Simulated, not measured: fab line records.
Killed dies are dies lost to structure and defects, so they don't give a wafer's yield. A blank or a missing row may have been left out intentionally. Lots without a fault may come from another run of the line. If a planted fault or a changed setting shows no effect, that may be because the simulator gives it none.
Which tool did it? || flow nandHarc || 10 lots, 30 wafers sampled, at 6 steps of a route of 1159

WHAT EACH GAUGE READ, for each wafer
NHARC_A_M1_CD_MEAS_09: the cd target is 120 nm.
{"lot": "L729", "measured": "day 18 04:48", "on": "cdSem-02", "cdNm (nm)": "121.0 120.4 120.2"}
{"lot": "L730", "measured": "day 18 08:25", "on": "cdSem-03", "cdNm (nm)": "121.2 121.3 120.5"}
{"lot": "L733", "measured": "day 19 08:52", "on": "cdSem-03", "cdNm (nm)": "120.6 119.8 119.5"}
{"lot": "L735", "measured": "day 19 10:00", "on": "cdSem-03", "cdNm (nm)": "119.6 120.2 119.3"}
{"lot": "L737", "measured": "day 20 08:20", "on": "cdSem-03", "cdNm (nm)": "108.7 107.9 107.3"}
{"lot": "L741", "measured": "day 21 18:26", "on": "cdSem-01", "cdNm (nm)": "108.3 110.2 108.7"}
{"lot": "L744", "measured": "day 22 11:10", "on": "cdSem-03", "cdNm (nm)": "120.4 119.7 120.4"}
{"lot": "L746", "measured": "day 22 13:11", "on": "cdSem-02", "cdNm (nm)": "119.3 120.2 121.6"}
{"lot": "L743", "measured": "day 22 13:28", "on": "cdSem-02", "cdNm (nm)": "121.4 119.8 120.5"}
{"lot": "L748", "measured": "day 22 21:36", "on": "cdSem-01", "cdNm (nm)": "119.5 119.6 119.7"}

NHARC_END_SORT_01.
{"lot": "L729", "measured": "day 19 18:32", "on": "prober-01", "defectLimitedYield (%)": "95.0 95.1 95.3", "killedAtArray": "32 31 29", "killedAtOther": "0 0 0", "killedAtPeriphery": "2 2 3", "killedDies": "34 33 32", "killedOpen": "1 2 2", "killedShort": "2 4 5", "sort_bin_2_pct (%)": "1.6 1.2 1.5", "sort_bin_3_pct (%)": "0.44 0.30 0", "sort_bin_4_pct (%)": "3.0 3.4 3.2", "sort_bin_6_pct (%)": "0 0 0", "sortNPass": "643 644 645", "sortRimYieldPct (%)": "95.3 96.2 90.6", "sortYieldPct (%)": "95.0 95.1 95.3"}
{"lot": "L730", "measured": "day 20 03:16", "on": "prober-01", "defectLimitedYield (%)": "96.0 96.3 96.2", "killedAtArray": "26 22 24", "killedAtOther": "0 2 1", "killedAtPeriphery": "1 1 1", "killedDies": "27 25 26", "killedOpen": "4 1 4", "killedShort": "2 1 2", "sort_bin_2_pct (%)": "1.5 0.7 1.5", "sort_bin_3_pct (%)": "0.15 0.30 0", "sort_bin_4_pct (%)": "2.4 2.7 2.4", "sort_bin_6_pct (%)": "0 0 0", "sortNPass": "650 652 651", "sortRimYieldPct (%)": "96.2 99.1 96.2", "sortYieldPct (%)": "96.0 96.3 96.2"}
{"lot": "L733", "measured": "day 20 18:53", "on": "prober-01", "defectLimitedYield (%)": "95.3 95.3 96.9", "killedAtArray": "29 30 18", "killedAtOther": "0 0 0", "killedAtPeriphery": "3 2 3", "killedDies": "32 32 21", "killedOpen": "4 2 1", "killedShort": "1 3 0", "sort_bin_2_pct (%)": "1.3 1.0 0.7", "sort_bin_3_pct (%)": "0.59 0.30 0", "sort_bin_4_pct (%)": "2.8 3.4 2.4", "sort_bin_6_pct (%)": "0 0 0", "sortNPass": "645 645 656", "sortRimYieldPct (%)": "99.1 94.3 98.1", "sortYieldPct (%)": "95.3 95.3 96.9"}
{"lot": "L735", "measured": "day 21 02:38", "on": "prober-01", "defectLimitedYield (%)": "95.6 93.6 94.8", "killedAtArray": "25 27 24", "killedAtOther": "1 5 1", "killedAtPeriphery": "4 11 10", "killedDies": "30 43 35", "killedOpen": "4 5 3", "killedShort": "2 1 0", "sort_bin_2_pct (%)": "0.9 1.6 1.5", "sort_bin_3_pct (%)": "0.30 0.30 0.15", "sort_bin_4_pct (%)": "3.2 4.4 3.5", "sort_bin_6_pct (%)": "0 0.15 0", "sortNPass": "647 633 642", "sortRimYieldPct (%)": "94.3 95.3 95.3", "sortYieldPct (%)": "95.6 93.5 94.8"}
{"lot": "L737", "measured": "day 21 22:35", "on": "prober-02", "defectLimitedYield (%)": "95.0 94.8 95.1", "killedAtArray": "32 33 29", "killedAtOther": "2 2 1", "killedAtPeriphery": "0 0 3", "killedDies": "34 35 33", "killedOpen": "4 3 3", "killedShort": "1 0 1", "sort_bin_2_pct (%)": "1.5 1.2 1.9", "sort_bin_3_pct (%)": "0.44 0.15 0.30", "sort_bin_4_pct (%)": "3.1 3.8 2.7", "sort_bin_6_pct (%)": "0 0 0", "sortNPass": "643 642 644", "sortRimYieldPct (%)": "97.2 95.3 94.3", "sortYieldPct (%)": "95.0 94.8 95.1"}
{"lot": "L741", "measured": "day 23 08:32", "on": "prober-01", "defectLimitedYield (%)": "96.9 97.0 96.2", "killedAtArray": "18 16 19", "killedAtOther": "1 0 1", "killedAtPeriphery": "2 4 6", "killedDies": "21 20 26", "killedOpen": "1 5 3", "killedShort": "1 2 3", "sort_bin_2_pct (%)": "1.3 1.0 1.0", "sort_bin_3_pct (%)": "0.15 0.30 0.30", "sort_bin_4_pct (%)": "1.6 1.6 2.5", "sort_bin_6_pct (%)": "0 0 0", "sortNPass": "656 657 651", "sortRimYieldPct (%)": "94.3 97.2 95.3", "sortYieldPct (%)": "96.9 97.0 96.2"}
{"lot": "L744", "measured": "day 23 23:53", "on": "prober-02", "defectLimitedYield (%)": "93.4 94.5 95.4", "killedAtArray": "42 34 25", "killedAtOther": "0 0 2", "killedAtPeriphery": "3 3 4", "killedDies": "45 37 31", "killedOpen": "8 2 3", "killedShort": "1 4 2", "sort_bin_2_pct (%)": "1.8 2.1 1.9", "sort_bin_3_pct (%)": "0.30 0.44 0.15", "sort_bin_4_pct (%)": "4.6 3.0 2.5", "sort_bin_6_pct (%)": "0 0 0", "sortNPass": "632 640 646", "sortRimYieldPct (%)": "96.2 93.4 91.5", "sortYieldPct (%)": "93.4 94.5 95.4"}
{"lot": "L746", "measured": "day 24 15:31", "on": "prober-02", "defectLimitedYield (%)": "93.6 94.1 93.6", "killedAtArray": "37 36 40", "killedAtOther": "0 0 1", "killedAtPeriphery": "6 4 2", "killedDies": "43 40 43", "killedOpen": "5 2 6", "killedShort": "3 2 2", "sort_bin_2_pct (%)": "1.9 1.8 1.6", "sort_bin_3_pct (%)": "0.44 0.30 1.03", "sort_bin_4_pct (%)": "4.0 3.8 3.7", "sort_bin_6_pct (%)": "0 0 0", "sortNPass": "634 637 634", "sortRimYieldPct (%)": "86.8 94.3 93.4", "sortYieldPct (%)": "93.6 94.1 93.6"}
{"lot": "L743", "measured": "day 24 07:23", "on": "prober-01", "defectLimitedYield (%)": "93.5 94.5 94.5", "killedAtArray": "39 36 35", "killedAtOther": "1 0 0", "killedAtPeriphery": "4 1 2", "killedDies": "44 37 37", "killedOpen": "8 2 2", "killedShort": "1 3 4", "sort_bin_2_pct (%)": "2.2 1.9 1.0", "sort_bin_3_pct (%)": "0 0.30 0.44", "sort_bin_4_pct (%)": "4.3 3.2 4.0", "sort_bin_6_pct (%)": "0 0 0", "sortNPass": "633 640 640", "sortRimYieldPct (%)": "91.5 94.3 97.2", "sortYieldPct (%)": "93.5 94.5 94.5"}
{"lot": "L748", "measured": "day 24 14:22", "on": "prober-01", "defectLimitedYield (%)": "92.0 91.3 93.4", "killedAtArray": "49 50 43", "killedAtOther": "0 0 0", "killedAtPeriphery": "5 9 2", "killedDies": "54 59 45", "killedOpen": "6 4 3", "killedShort": "4 1 1", "sort_bin_2_pct (%)": "2.8 2.5 2.1", "sort_bin_3_pct (%)": "0.74 0.44 0.59", "sort_bin_4_pct (%)": "4.4 5.8 4.0", "sort_bin_6_pct (%)": "0 0 0", "sortNPass": "623 618 632", "sortRimYieldPct (%)": "90.6 90.6 89.6", "sortYieldPct (%)": "92.0 91.3 93.4"}

TOOL THAT RAN EACH LOT (tool first, then ch and the chambers of the sampled wafers, then the start)
{"lot": "L729", "NHARC_A_M0_ETCH_34": "rieDiel-04 ch 0,1,2, day 18 00:53", "NHARC_A_M0_STRIP_18": "rieDiel-02 ch 0,2, day 18 01:12", "NHARC_A_M0_PVD_21": "pvdSputter-01, day 18 04:43 or earlier", "NHARC_A_M1_PEB_07": "lithoTrack-04 ch 0, day 18 04:43"}
{"lot": "L730", "NHARC_A_M0_ETCH_34": "rieDiel-02 ch 0,1,3, day 18 03:38", "NHARC_A_M0_STRIP_18": "rieDiel-04 ch 0,2,3, day 18 03:56", "NHARC_A_M0_PVD_21": "pvdSputter-02, day 18 08:20 or earlier", "NHARC_A_M1_PEB_07": "lithoTrack-06 ch 0, day 18 08:20"}
{"lot": "L733", "NHARC_A_M0_ETCH_34": "rieDiel-02 ch 0,1,3, day 19 04:53", "NHARC_A_M0_STRIP_18": "rieDiel-13 ch 0,3, day 19 05:10", "NHARC_A_M0_PVD_21": "pvdSputter-01, day 19 08:47 or earlier", "NHARC_A_M1_PEB_07": "lithoTrack-04 ch 0, day 19 08:47"}
{"lot": "L735", "NHARC_A_M0_ETCH_34": "rieDiel-04 ch 0,1,3, day 19 06:11", "NHARC_A_M0_STRIP_18": "rieDiel-13 ch 0,3, day 19 06:28", "NHARC_A_M0_PVD_21": "pvdSputter-02, day 19 09:55 or earlier", "NHARC_A_M1_PEB_07": "lithoTrack-06 ch 0, day 19 09:55"}
{"lot": "L737", "NHARC_A_M0_ETCH_34": "rieDiel-02 ch 0,2,3, day 20 04:24", "NHARC_A_M0_STRIP_18": "rieDiel-04 ch 1,2,3, day 20 04:42", "NHARC_A_M0_PVD_21": "pvdSputter-02, day 20 08:16 or earlier", "NHARC_A_M1_PEB_07": "lithoTrack-06 ch 0, day 20 08:16"}
{"lot": "L741", "NHARC_A_M0_ETCH_34": "rieDiel-02 ch 1,2,3, day 21 14:46", "NHARC_A_M0_STRIP_18": "rieDiel-02 ch 0,2, day 21 15:05", "NHARC_A_M0_PVD_21": "pvdSputter-02, day 21 18:21 or earlier", "NHARC_A_M1_PEB_07": "lithoTrack-06 ch 0, day 21 18:21"}
{"lot": "L744", "NHARC_A_M0_ETCH_34": "rieDiel-13 ch 0,1,3, day 22 07:25", "NHARC_A_M0_STRIP_18": "rieDiel-13 ch 0,1, day 22 07:42", "NHARC_A_M0_PVD_21": "pvdSputter-03, day 22 11:06 or earlier", "NHARC_A_M1_PEB_07": "lithoTrack-01 ch 0, day 22 11:06"}
{"lot": "L746", "NHARC_A_M0_ETCH_34": "rieDiel-04 ch 1,2, day 22 09:23", "NHARC_A_M0_STRIP_18": "rieDiel-13 ch 1,2, day 22 09:42", "NHARC_A_M0_PVD_21": "pvdSputter-02, day 22 13:07 or earlier", "NHARC_A_M1_PEB_07": "lithoTrack-01 ch 0, day 22 13:07"}
{"lot": "L743", "NHARC_A_M0_ETCH_34": "rieDiel-04 ch 0,1,3, day 22 09:32", "NHARC_A_M0_STRIP_18": "rieDiel-04 ch 0,1,3, day 22 09:53", "NHARC_A_M0_PVD_21": "pvdSputter-03, day 22 13:23 or earlier", "NHARC_A_M1_PEB_07": "lithoTrack-01 ch 0, day 22 13:23"}
{"lot": "L748", "NHARC_A_M0_ETCH_34": "rieDiel-04 ch 0,1,2, day 22 17:37", "NHARC_A_M0_STRIP_18": "rieDiel-13 ch 0,1,2, day 22 17:58", "NHARC_A_M0_PVD_21": "pvdSputter-02, day 22 21:31 or earlier", "NHARC_A_M1_PEB_07": "lithoTrack-01 ch 0, day 22 21:31"}
- NHARC_A_M0_ETCH_34: etches the open film in N2/H2, target depth 40 nm, overetch 12 nm, time 43.94 s.
- NHARC_A_M0_STRIP_18: strips in N2/H2.
- NHARC_A_M0_PVD_21: deposits Cu, target thk 30 nm, time 20.49 s.
- NHARC_A_M1_PEB_07: peb time 65 s.

WHAT THE TOOLS THEMSELVES READ (means of the sampled wafers that have a number; where no wafer has one, the mark that the record gives instead)
NHARC_A_M0_ETCH_34.
{"lot": "L729", "tool": "rieDiel-04", "biasW (W)": 150.1, "drypumpMotorCurrentA (A)": 5.9, "n2FlowSccm (sccm)": 150.1, "oesProductAu (a.u.)": 0.999, "rfFwdPowerW (W)": 395.4, "rfVppV (V)": 431.9, "showerheadPlenumPTorr (Torr)": 2.08, "throttleValvePct (%)": 14.176}
{"lot": "L730", "tool": "rieDiel-02", "biasW (W)": 150.0, "drypumpMotorCurrentA (A)": 5.4, "n2FlowSccm (sccm)": 149.7, "oesProductAu (a.u.)": 1.005, "rfFwdPowerW (W)": 395.1, "rfVppV (V)": 432.2, "showerheadPlenumPTorr (Torr)": 2.11, "throttleValvePct (%)": 14.171}
{"lot": "L733", "tool": "rieDiel-02", "biasW (W)": 150.1, "drypumpMotorCurrentA (A)": 5.3, "n2FlowSccm (sccm)": 150.2, "oesProductAu (a.u.)": 1.003, "rfFwdPowerW (W)": 394.9, "rfVppV (V)": 432.0, "showerheadPlenumPTorr (Torr)": 2.11, "throttleValvePct (%)": 14.171}
{"lot": "L735", "tool": "rieDiel-04", "biasW (W)": 150.0, "drypumpMotorCurrentA (A)": 5.7, "n2FlowSccm (sccm)": 150.3, "oesProductAu (a.u.)": 1.012, "rfFwdPowerW (W)": 395.5, "rfVppV (V)": 432.9, "showerheadPlenumPTorr (Torr)": 2.14, "throttleValvePct (%)": 14.172}
{"lot": "L737", "tool": "rieDiel-02", "biasW (W)": 150.1, "drypumpMotorCurrentA (A)": 5.3, "n2FlowSccm (sccm)": 150.3, "oesProductAu (a.u.)": 1.000, "rfFwdPowerW (W)": 393.5, "rfVppV (V)": 432.3, "showerheadPlenumPTorr (Torr)": 2.12, "throttleValvePct (%)": 14.168}
{"lot": "L741", "tool": "rieDiel-02", "biasW (W)": 150.2, "drypumpMotorCurrentA (A)": 5.4, "n2FlowSccm (sccm)": 150.2, "oesProductAu (a.u.)": 0.998, "rfFwdPowerW (W)": 392.9, "rfVppV (V)": 432.8, "showerheadPlenumPTorr (Torr)": 2.12, "throttleValvePct (%)": 14.171}
{"lot": "L744", "tool": "rieDiel-13", "biasW (W)": 149.6, "drypumpMotorCurrentA (A)": 5.9, "n2FlowSccm (sccm)": 150.4, "oesProductAu (a.u.)": 0.988, "rfFwdPowerW (W)": 393.2, "rfVppV (V)": 430.1, "showerheadPlenumPTorr (Torr)": 2.03, "throttleValvePct (%)": 14.170}
{"lot": "L746", "tool": "rieDiel-04", "biasW (W)": 150.2, "drypumpMotorCurrentA (A)": 5.9, "n2FlowSccm (sccm)": 149.8, "oesProductAu (a.u.)": 1.010, "rfFwdPowerW (W)": 392.6, "rfVppV (V)": 429.3, "showerheadPlenumPTorr (Torr)": 2.03, "throttleValvePct (%)": 14.169}
{"lot": "L743", "tool": "rieDiel-04", "biasW (W)": 150.2, "drypumpMotorCurrentA (A)": 5.7, "n2FlowSccm (sccm)": 149.9, "oesProductAu (a.u.)": 1.004, "rfFwdPowerW (W)": 396.6, "rfVppV (V)": 433.8, "showerheadPlenumPTorr (Torr)": 2.14, "throttleValvePct (%)": 14.167}
{"lot": "L748", "tool": "rieDiel-04", "biasW (W)": 150.0, "drypumpMotorCurrentA (A)": 5.9, "n2FlowSccm (sccm)": 150.0, "oesProductAu (a.u.)": 1.004, "rfFwdPowerW (W)": 394.3, "rfVppV (V)": 431.7, "showerheadPlenumPTorr (Torr)": 2.08, "throttleValvePct (%)": 14.172}

NHARC_A_M0_STRIP_18.
{"lot": "L729", "tool": "rieDiel-02", "drypumpMotorCurrentA (A)": 5.6, "n2FlowSccm (sccm)": 149.9, "oesProductAu (a.u.)": 0.990, "rfFwdPowerW (W)": 998, "rfVppV (V)": 91.6, "showerheadPlenumPTorr (Torr)": 2.12, "throttleValvePct (%)": 14.172}
{"lot": "L730", "tool": "rieDiel-04", "drypumpMotorCurrentA (A)": 5.8, "n2FlowSccm (sccm)": 149.9, "oesProductAu (a.u.)": 1.008, "rfFwdPowerW (W)": 996, "rfVppV (V)": 90.9, "showerheadPlenumPTorr (Torr)": 2.07, "throttleValvePct (%)": 14.172}
{"lot": "L733", "tool": "rieDiel-13", "drypumpMotorCurrentA (A)": 5.9, "n2FlowSccm (sccm)": 150.3, "oesProductAu (a.u.)": 1.001, "rfFwdPowerW (W)": 998, "rfVppV (V)": 90.9, "showerheadPlenumPTorr (Torr)": 2.02, "throttleValvePct (%)": 14.184}
{"lot": "L735", "tool": "rieDiel-13", "drypumpMotorCurrentA (A)": 5.9, "n2FlowSccm (sccm)": 150.1, "oesProductAu (a.u.)": 0.998, "rfFwdPowerW (W)": 998, "rfVppV (V)": 90.0, "showerheadPlenumPTorr (Torr)": 2.02, "throttleValvePct (%)": 14.169}
{"lot": "L737", "tool": "rieDiel-04", "drypumpMotorCurrentA (A)": 5.7, "n2FlowSccm (sccm)": 150.1, "oesProductAu (a.u.)": 0.991, "rfFwdPowerW (W)": 998, "rfVppV (V)": 90.4, "showerheadPlenumPTorr (Torr)": 2.09, "throttleValvePct (%)": 14.173}
{"lot": "L741", "tool": "rieDiel-02", "drypumpMotorCurrentA (A)": 5.6, "n2FlowSccm (sccm)": 150.6, "oesProductAu (a.u.)": 0.985, "rfFwdPowerW (W)": 997, "rfVppV (V)": 91.2, "showerheadPlenumPTorr (Torr)": 2.12, "throttleValvePct (%)": 14.182}
{"lot": "L744", "tool": "rieDiel-13", "drypumpMotorCurrentA (A)": 5.9, "n2FlowSccm (sccm)": 150.0, "oesProductAu (a.u.)": 0.997, "rfFwdPowerW (W)": 994, "rfVppV (V)": 90.1, "showerheadPlenumPTorr (Torr)": 1.97, "throttleValvePct (%)": 14.169}
{"lot": "L746", "tool": "rieDiel-13", "drypumpMotorCurrentA (A)": 6.0, "n2FlowSccm (sccm)": 149.8, "oesProductAu (a.u.)": 1.016, "rfFwdPowerW (W)": 997, "rfVppV (V)": 90.6, "showerheadPlenumPTorr (Torr)": 1.97, "throttleValvePct (%)": 14.164}
{"lot": "L743", "tool": "rieDiel-04", "drypumpMotorCurrentA (A)": 5.7, "n2FlowSccm (sccm)": 149.9, "oesProductAu (a.u.)": 0.999, "rfFwdPowerW (W)": 999, "rfVppV (V)": 91.0, "showerheadPlenumPTorr (Torr)": 2.14, "throttleValvePct (%)": 14.168}
{"lot": "L748", "tool": "rieDiel-13", "drypumpMotorCurrentA (A)": 5.9, "n2FlowSccm (sccm)": 149.9, "oesProductAu (a.u.)": 1.005, "rfFwdPowerW (W)": 993, "rfVppV (V)": 90.4, "showerheadPlenumPTorr (Torr)": 1.97, "throttleValvePct (%)": 14.166}

NHARC_A_M0_PVD_21.
{"lot": "L729", "tool": "pvdSputter-01", "chamberPressurePa (Pa)": 5.006, "throttleValvePct (%)": 29.6}
{"lot": "L730", "tool": "pvdSputter-02", "chamberPressurePa (Pa)": 5.000, "throttleValvePct (%)": 29.0}
{"lot": "L733", "tool": "pvdSputter-01", "chamberPressurePa (Pa)": 4.995, "throttleValvePct (%)": 29.0}
{"lot": "L735", "tool": "pvdSputter-02", "chamberPressurePa (Pa)": 5.001, "throttleValvePct (%)": 29.0}
{"lot": "L737", "tool": "pvdSputter-02", "chamberPressurePa (Pa)": 4.997, "throttleValvePct (%)": 30.6}
{"lot": "L741", "tool": "pvdSputter-02", "chamberPressurePa (Pa)": 5.005, "throttleValvePct (%)": 29.8}
{"lot": "L744", "tool": "pvdSputter-03", "chamberPressurePa (Pa)": 5.003, "throttleValvePct (%)": 29.2}
{"lot": "L746", "tool": "pvdSputter-02", "chamberPressurePa (Pa)": 4.995, "throttleValvePct (%)": 30.5}
{"lot": "L743", "tool": "pvdSputter-03", "chamberPressurePa (Pa)": 5.005, "throttleValvePct (%)": 28.0}
{"lot": "L748", "tool": "pvdSputter-02", "chamberPressurePa (Pa)": 4.996, "throttleValvePct (%)": 30.3}

NHARC_A_M1_PEB_07.
{"lot": "L729", "tool": "lithoTrack-04", "heaterPowerTotalW (W)": 156.5, "plateTempC (C)": 100.05}
{"lot": "L730", "tool": "lithoTrack-06", "heaterPowerTotalW (W)": 156.7, "plateTempC (C)": 100.13}
{"lot": "L733", "tool": "lithoTrack-04", "heaterPowerTotalW (W)": 156.3, "plateTempC (C)": 99.99}
{"lot": "L735", "tool": "lithoTrack-06", "heaterPowerTotalW (W)": 156.9, "plateTempC (C)": 100.10}
{"lot": "L737", "tool": "lithoTrack-06", "heaterPowerTotalW (W)": 150.4, "plateTempC (C)": 96.99}
{"lot": "L741", "tool": "lithoTrack-06", "heaterPowerTotalW (W)": 150.4, "plateTempC (C)": 97.08}
{"lot": "L744", "tool": "lithoTrack-01", "heaterPowerTotalW (W)": 156.8, "plateTempC (C)": 100.01}
{"lot": "L746", "tool": "lithoTrack-01", "heaterPowerTotalW (W)": 156.5, "plateTempC (C)": 99.95}
{"lot": "L743", "tool": "lithoTrack-01", "heaterPowerTotalW (W)": 156.3, "plateTempC (C)": 100.14}
{"lot": "L748", "tool": "lithoTrack-01", "heaterPowerTotalW (W)": 156.9, "plateTempC (C)": 99.99}

THE ANSWER, worked out from the rows above alone
Rule: the usual values come from the lots themselves. The widest of any qualifying gaps counts: lots, ordered by their means at a reading, are off when they make up no more than a third of the lots, leave a main group of 4 or more, and stand apart from it by 3 or more times the standard deviation of that group's means. If all means in a main group match to the digits the tables above print for the reading, that group is not used. Also off: a lot with no number at a reading for which 4 or more lots have one. The other lots that the step has rows for count as sound. The gauges are gone through in route order, then the tools' own readings, and for those a lot's mean is taken as printed above. At the first step where some lot is off, the reading lying furthest off is the one used; lots without a number count as furthest.
Off, at NHARC_A_M1_CD_MEAS_09 on cdNm: L737, L741. Mean 120.2 nm and standard deviation 0.44 in the main group.
If a tool, at a process step before that reading, ran all the lots that are off and no sound lot after the first of them, it fits. The gauges at NHARC_A_M1_CD_MEAS_09 aren't tried: what is off there is off at NHARC_A_M1_PEB_07 too, on other tools, and a gauge's error can't cause that. NHARC_A_M0_PVD_21: start missing for some lots; hours and lot order therefore follow NHARC_A_M1_PEB_07. Can't be told from this: 2 tools fit, rieDiel-02 at NHARC_A_M0_ETCH_34, lithoTrack-06 at NHARC_A_M1_PEB_07.

WHAT THE SIMULATOR HAD INSERTED
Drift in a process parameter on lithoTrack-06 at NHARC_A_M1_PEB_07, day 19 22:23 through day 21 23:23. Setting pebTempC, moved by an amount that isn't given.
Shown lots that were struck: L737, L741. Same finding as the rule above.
